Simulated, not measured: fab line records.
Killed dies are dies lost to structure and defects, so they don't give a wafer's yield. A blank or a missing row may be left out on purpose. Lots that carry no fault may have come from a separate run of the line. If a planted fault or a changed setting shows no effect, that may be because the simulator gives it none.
Comparing a struck lot with a sound one | flow nand_harc | 14 steps out of a route of 1159
Sound: these wafers, L408.3, L408.4, L408.5. Struck: wafer L419.2 (L419.4, L419.6, from the same lot, were not struck and are left out); the cause is given at the end.
Order at every step that has rows: each side's tool, ch and its chambers, its first start. Under that, the readings that differ: sound wafers | struck wafers | difference of the means | sigmas: that difference in standard deviations of wafers without a fault.
alike: readings whose means differ by less than 2 such deviations, and words and numbers that are the same on both sides. not compared: withheld readings, readings that some wafer has no value for, bounds like >300 that may hide the same value, and numbers for which the record gives no deviation and whose values overlap.
The two part at a step that has a row with sigmas, a row that says differs or no value, or rows on one side only. Numbers that have no deviation but don't overlap get no sigmas and don't part them. A reading that every wafer of one side lacks parts them only if that side has two wafers or more.

first, 2 steps without rows for these wafers: NHARC_A_STAIRCASE_DESCUM_219 (chemistry O2, time 3 s); NHARC_A_STAIRCASE_TRIM_220 (chemistry O2, time 211.2 s).
NHARC_A_STAIRCASE_ETCH_221: etches the open film in C4F8/O2, target depth 100 nm, time 40.5 s.
  sound on rie_diel-05 ch 0,2,3; struck on rie_diel-04 ch 2
  alike: oes_product_au, rf_vpp_V
  not compared: rf_hours_counter_h
NHARC_A_STAIRCASE_TRIM_222: chemistry O2, time 211.2 s.
  sound on rie_diel-05 ch 2,3; struck on rie_diel-04 ch 3
  reading               | sound             | struck | difference | sigmas
  oes_product_au (a.u.) | 1.008 1.001 0.997 | 0.977  | -0.025     | -3
  alike: drypump_motor_current_A, rf_vpp_V, showerhead_plenum_p_Torr, throttle_valve_pct
  not compared: rf_hours_counter_h
NHARC_A_STAIRCASE_ETCH_223: etches the open film in C4F8/O2, target depth 100 nm, time 40.5 s.
  sound on rie_diel-05 ch 1,2,3; struck on rie_diel-04 ch 3
  alike: oes_product_au, rf_vpp_V
  not compared: rf_hours_counter_h
NHARC_A_STAIRCASE_TRIM_224: chemistry O2, time 211.2 s.
  sound on rie_diel-05 ch 0,1,3; struck on rie_diel-04 ch 2
  reading                | sound                | struck | difference | sigmas
  throttle_valve_pct (%) | 17.052 17.035 17.041 | 17.022 | -0.021     | -2
  alike: drypump_motor_current_A, oes_product_au, rf_vpp_V, showerhead_plenum_p_Torr
  not compared: rf_hours_counter_h
then, 1 step without rows for these wafers: NHARC_A_STAIRCASE_ETCH_225 (etches the open film in C4F8/O2, target depth 100 nm, time 40.5 s).
NHARC_A_STAIRCASE_TRIM_226: chemistry O2, time 211.2 s.
  sound on rie_diel-05 ch 0,1,3; struck on rie_diel-04 ch 1
  reading                | sound                | struck | difference | sigmas
  throttle_valve_pct (%) | 17.023 17.024 17.044 | 17.050 | +0.020     | +2
  alike: drypump_motor_current_A, oes_product_au, rf_vpp_V, showerhead_plenum_p_Torr
  not compared: rf_hours_counter_h
then, 3 steps without rows for these wafers: NHARC_A_STAIRCASE_ETCH_227 (etches the open film in C4F8/O2, target depth 100 nm, time 40.5 s); NHARC_A_STAIRCASE_TRIM_229 (chemistry O2, time 211.2 s); NHARC_A_STAIRCASE_ETCH_230 (etches the open film in C4F8/O2, target depth 100 nm, time 40.5 s).
NHARC_A_STAIRCASE_TRIM_231: chemistry O2, time 211.2 s.
  sound on rie_diel-05 ch 0,1,3, day 13 10:40; struck on rie_diel-04 ch 0, day 15 21:26
  reading               | sound             | struck | difference | sigmas
  oes_product_au (a.u.) | 0.990 0.999 1.004 | 0.845  | -0.153     | -16
  alike: drypump_motor_current_A, rf_vpp_V, showerhead_plenum_p_Torr, throttle_valve_pct
  not compared: rf_hours_counter_h
then, 1 step without rows for these wafers: NHARC_A_STAIRCASE_ETCH_232 (etches the open film in C4F8/O2, target depth 100 nm, time 40.5 s).
-- record jumps: 8 days between struck wafers' starts before vs after; left off in module A_STAIRCASE, resumes in module END, first step shown is number 1159 of the route --
NHARC_END_SORT_01:
  at this point the record logs the struck wafers (prober-01 ch 0, day 23 20:41) and has no rows for the sound ones

== WHERE THEY PART ==
At NHARC_A_STAIRCASE_TRIM_222 first; at NHARC_END_SORT_01 last (within this record only).

WHY: whatever the simulator had introduced
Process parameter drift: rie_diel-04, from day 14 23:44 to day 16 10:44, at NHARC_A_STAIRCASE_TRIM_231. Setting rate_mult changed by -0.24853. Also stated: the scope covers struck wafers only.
